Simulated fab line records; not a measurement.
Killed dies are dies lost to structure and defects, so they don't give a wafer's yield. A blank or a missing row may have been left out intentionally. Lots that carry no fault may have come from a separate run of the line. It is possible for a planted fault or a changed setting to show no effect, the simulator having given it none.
Which tool is to blame?	flow nand harc	Sampling: 11 lots, 33 wafers, 6 of 1302 route steps

== WHAT EACH GAUGE READ, for each wafer ==
NHARC_P_GATE_CD_MEAS_46 targets a cd of 720 nm.
lot	measured	on	cd nm (nm)
L581	day 5 18:22	cd sem-03	719.3 720.9 719.9
L585	day 7 14:13	cd sem-01	722.7 722.2 721.8
L586	day 7 14:32	cd sem-02	718.7 720.0 717.2
L588	day 8 11:37	cd sem-01	720.1 720.1 718.6
L589	day 8 17:27	cd sem-01	720.2 719.4 720.0
L590	day 9 12:39	cd sem-01	717.7 717.1 717.2
L593	day 10 07:51	cd sem-01	720.4 717.9 719.7
L594	day 10 22:16	cd sem-02	721.3 721.4 722.5
L595	day 11 15:19	cd sem-02	720.3 720.8 721.0
L603	day 14 19:01	cd sem-01	722.7 720.7 721.8
L604	day 15 06:31	cd sem-02	718.7 717.4 718.6

NHARC_P_GATE_CD_MEAS_59 targets a cd of 720 nm.
lot	measured	on	cd nm (nm)
L581	day 5 20:08	cd sem-01	717.8 720.4 718.1
L585	day 7 15:56	cd sem-03	721.1 719.7 721.5
L586	day 7 16:19	cd sem-03	722.0 721.7 720.0
L588	day 8 13:22	cd sem-01	721.5 720.5 720.9
L589	day 8 19:13	cd sem-03	719.6 718.2 719.2
L590	day 9 14:16	cd sem-01	721.9 721.5 721.5
L593	day 10 09:29	cd sem-02	721.3 719.7 719.9
L594	day 11 00:01	cd sem-01	713.9 712.3 714.6
L595	day 11 17:04	cd sem-02	722.8 722.8 723.7
L603	day 14 20:40	cd sem-01	721.1 723.0 721.5
L604	day 15 08:16	cd sem-01	718.8 720.4 718.8

NHARC_END_SORT_01.
lot	measured	on	killed at array	killed at other	killed at periphery	killed dies	killed open	killed short
L585	day 26 09:17	prober-02	66 72 81	0 0 0	1 4 5	67 76 86	1 2 2	3 3 1
L593	day 28 10:52	prober-02	68 39 55	0 0 1	2 2 1	70 41 57	3 2 2	4 2 2
L594	day 30 01:13	prober-02	73 73 76	1 1 1	1 4 2	75 78 79	4 3 3	2 3 4
L595	day 30 08:08	prober-02	48 64 32	2 0 3	6 2 4	56 66 39	1 5 6	2 1 2

== TOOL THAT RAN EACH LOT (tool first, then ch and the chambers of the sampled wafers, then the start) ==
lot	NHARC_P_GATE_ETCH_104	NHARC_P_GATE_ETCH_114	NHARC_P_GATE_EXPOSE_56
L581	rie diel-04 ch 0,3, day 5 06:40	rie diel-04 ch 1,2,3, day 5 18:22 or earlier	krf scanner-03 ch 0, day 5 19:59
L585	rie diel-03 ch 0,2,3, day 7 02:35	rie diel-03 ch 1,2,3, day 7 14:13 or earlier	krf scanner-03 ch 0, day 7 15:47
L586	rie diel-05 ch 2,3, day 7 02:46	rie diel-05 ch 1,2,3, day 7 14:32 or earlier	krf scanner-02 ch 0, day 7 16:10
L588	rie diel-03 ch 0,1, day 7 23:50	rie diel-03 ch 0,2,3, day 8 11:37 or earlier	krf scanner-04 ch 0, day 8 13:13
L589	rie diel-04 ch 0,1,2, day 8 05:50	rie diel-04 ch 0,2,3, day 8 17:27 or earlier	krf scanner-02 ch 0, day 8 19:04
L590	rie diel-05 ch 0,1,2, day 8 22:59	rie diel-05 ch 0,1,3, day 9 12:39 or earlier	krf scanner-02 ch 0, day 9 14:07
L593	rie diel-05 ch 1,2,3, day 9 20:24	rie diel-05 ch 1,2, day 10 07:51 or earlier	krf scanner-02 ch 0, day 10 09:20
L594	rie diel-04 ch 0,1, day 10 10:33	rie diel-04 ch 0,1, day 10 22:16 or earlier	krf scanner-03 ch 0, day 10 23:52
L595	rie diel-03 ch 0,1,2, day 11 03:36	rie diel-03 ch 0,1, day 11 15:19 or earlier	krf scanner-02 ch 0, day 11 16:55
L603	rie diel-04 ch 0,1,3, day 14 07:18	rie diel-04 ch 0,2,3, day 14 19:01 or earlier	krf scanner-04 ch 0, day 14 20:30
L604	rie diel-05 ch 1,2,3, day 14 18:55	rie diel-05 ch 1,3, day 15 06:31 or earlier	krf scanner-03 ch 0, day 15 08:07
- NHARC_P_GATE_ETCH_104: etches the open film in CF4/CHF3, target depth 60 nm.
- NHARC_P_GATE_ETCH_114: etches the open film in CF4/O2, target depth 30 nm, overetch 3 nm, time 16.5 s.
- NHARC_P_GATE_EXPOSE_56: exposes mask P PSD, target cd 720 nm.

== WHAT THE TOOLS THEMSELVES READ (means of the sampled wafers that have a number; where no wafer has one, the mark that the record gives instead) ==
NHARC_P_GATE_ETCH_104.
lot	tool	drypump motor current A (A)	oes product au (a.u.)	rf vpp V (V)	showerhead plenum p Torr (Torr)	throttle valve pct (%)
L581	rie diel-04	5.9	0.920	371.0	1.57	16.796
L585	rie diel-03	5.7	0.930	370.8	1.59	16.804
L586	rie diel-05	5.5	0.923	373.9	1.68	16.796
L588	rie diel-03	6.3	0.962	371.2	1.59	16.805
L589	rie diel-04	6.0	0.967	370.2	1.56	16.807
L590	rie diel-05	5.7	0.955	372.8	1.64	16.803
L593	rie diel-05	5.7	0.930	373.3	1.64	16.802
L594	rie diel-04	6.2	0.915	371.2	1.58	16.806
L595	rie diel-03	5.9	0.973	370.8	1.59	16.799
L603	rie diel-04	5.9	0.918	371.3	1.60	16.811
L604	rie diel-05	5.7	0.933	372.8	1.64	16.790

NHARC_P_GATE_ETCH_114.
lot	tool	drypump motor current A (A)	oes product au (a.u.)	rf vpp V (V)	showerhead plenum p Torr (Torr)	throttle valve pct (%)
L581	rie diel-04	5.7	0.997	198.1	1.34	13.393
L585	rie diel-03	5.6	1.010	198.3	1.33	13.399
L586	rie diel-05	5.7	1.007	198.6	1.40	13.396
L588	rie diel-03	5.7	1.005	199.1	1.35	13.408
L589	rie diel-04	6.1	0.993	196.0	1.30	13.393
L590	rie diel-05	5.7	1.002	198.0	1.38	13.402
L593	rie diel-05	5.9	0.999	197.2	1.37	13.398
L594	rie diel-04	6.2	0.996	198.5	1.34	13.397
L595	rie diel-03	6.3	0.998	197.3	1.34	13.396
L603	rie diel-04	6.1	0.989	197.6	1.30	13.387
L604	rie diel-05	5.8	1.003	199.3	1.36	13.400

NHARC_P_GATE_EXPOSE_56.
lot	tool	exposure dose mJ cm2
L581	krf scanner-03	14.821
L585	krf scanner-03	14.811
L586	krf scanner-02	14.811
L588	krf scanner-04	14.801
L589	krf scanner-02	14.835
L590	krf scanner-02	14.806
L593	krf scanner-02	14.792
L594	krf scanner-03	14.815
L595	krf scanner-02	14.799
L603	krf scanner-04	14.820
L604	krf scanner-03	14.813

== THE ANSWER, worked out from the rows above alone ==
Rule: the lots themselves supply what counts as usual. The widest of any qualifying gaps counts: lots, ordered by their means at a reading, are off when they make up no more than a third of the lots, leave a main group of 4 or more, and stand apart from it by 3 or more times the standard deviation of that group's means. A main group is skipped when, at the precision printed for the reading in the tables above, its means are all equal. Also off: a lot with no number at a reading for which 4 or more lots have one. The other lots that the step has rows for count as sound. After the gauges, taken in route order, come the tools' own readings; for these a lot's mean is taken, as printed above. The first step at which some lot is off is used, and at that step the reading that is off furthest; a lot without a number counts as furthest.
Off: L594 (NHARC_P_GATE_CD_MEAS_59, cd nm). For the main group the mean is 720.7 nm and the standard deviation 1.3.
If a tool, at a process step before that reading, ran all the lots that are off and no sound lot after the first of them, it fits. Gauges at NHARC_P_GATE_CD_MEAS_59: tried the same way as those tools. NHARC_P_GATE_ETCH_114 gives no start for some lots, so the hours and the order of its lots are those of NHARC_P_GATE_CD_MEAS_46. Of those tried, none fits.

== WHAT WAS PUT IN BY THE SIMULATOR ==
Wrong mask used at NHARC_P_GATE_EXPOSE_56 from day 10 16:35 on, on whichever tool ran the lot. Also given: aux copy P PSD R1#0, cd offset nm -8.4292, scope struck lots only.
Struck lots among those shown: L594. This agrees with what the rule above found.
